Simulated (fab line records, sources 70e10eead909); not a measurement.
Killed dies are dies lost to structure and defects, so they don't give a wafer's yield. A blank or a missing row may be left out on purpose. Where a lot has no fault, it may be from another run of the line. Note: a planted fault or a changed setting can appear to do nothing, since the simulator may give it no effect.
Which of the tools did it? + flow nand_harc + route of 1302 steps, sampled at 1 step: 24 lots, 72 wafers

WHAT THE GAUGES READ, wafer by wafer
NHARC_A_SLIT_CD_MEAS_21.
| lot  | measured     | on        | cd_nm (nm)        |
|------|--------------|-----------|-------------------|
| L074 | day 19 23:51 | cd_sem-03 | 289.1 288.4 287.0 |
| L076 | day 20 20:02 | cd_sem-02 | 290.1 290.1 290.1 |
| L077 | day 20 20:10 | cd_sem-03 | 290.4 289.7 289.1 |
| L078 | day 21 09:37 | cd_sem-02 | 290.1 289.6 290.4 |
| L079 | day 21 23:31 | cd_sem-03 | 290.7 290.8 288.8 |
| L075 | day 23 01:43 | cd_sem-02 | 289.1 290.5 290.2 |
| L081 | day 23 01:51 | cd_sem-01 | 288.1 289.1 289.3 |
| L082 | day 23 11:22 | cd_sem-03 | 289.4 290.2 290.6 |
| L080 | day 23 11:31 | cd_sem-01 | 289.5 289.7 289.3 |
| L083 | day 23 21:01 | cd_sem-03 | 290.0 290.2 290.0 |
| L084 | day 23 23:49 | cd_sem-01 | 288.8 289.9 290.0 |
| L085 | day 24 20:59 | cd_sem-03 | 289.1 290.0 288.7 |
| L086 | day 25 04:03 | cd_sem-01 | 289.9 289.2 289.1 |
| L087 | day 25 19:22 | cd_sem-03 | 289.7 289.9 289.5 |
| L089 | day 26 02:43 | cd_sem-01 | 288.4 289.0 288.4 |
| L090 | day 26 05:07 | cd_sem-03 | 291.5 289.4 291.3 |
| L088 | day 26 06:34 | cd_sem-01 | 290.2 289.1 288.7 |
| L092 | day 26 15:14 | cd_sem-01 | 289.7 288.9 289.1 |
| L091 | day 26 15:38 | cd_sem-03 | 289.9 289.1 289.6 |
| L093 | day 27 15:55 | cd_sem-01 | 290.8 290.5 290.6 |
| L095 | day 28 22:43 | cd_sem-01 | 289.5 290.4 289.8 |
| L094 | day 29 00:35 | cd_sem-02 | 290.7 290.1 290.6 |
| L096 | day 29 02:38 | cd_sem-03 | 287.9 288.3 288.6 |
| L097 | day 29 13:17 | cd_sem-01 | 290.2 289.7 290.3 |

TOOL THAT RAN EACH LOT (tool first, then ch and the chambers of the sampled wafers, then the start)
The record holds no process step before these readings.

AS READ BY THE TOOLS THEMSELVES (means over the sampled wafers that have a number; for cases with no such wafer, the mark the record gives instead)
The record holds no such reading with a usual standard deviation.

THE ANSWER, worked out from the rows above alone
Rule: what is usual is taken from the lots themselves. The widest of any qualifying gaps counts: lots, ordered by their means at a reading, are off when they make up no more than a third of the lots, leave a main group of 4 or more, and stand apart from it by 3 or more times the standard deviation of that group's means. The tables above print the reading to a certain number of digits; a main group whose means all agree to those digits is not used. A lot without any number at a reading at which 4 lots or more have one is off too. Where the step has rows for the other lots, those lots are counted as sound. First the gauges in route order, then the tools' own readings, where a lot's mean is used as printed above. At the first step where some lot is off, the reading lying furthest off is the one used; lots without a number count as furthest.
None of the lots is off at any reading shown; this tells nothing.

WHAT THE SIMULATOR PUT IN
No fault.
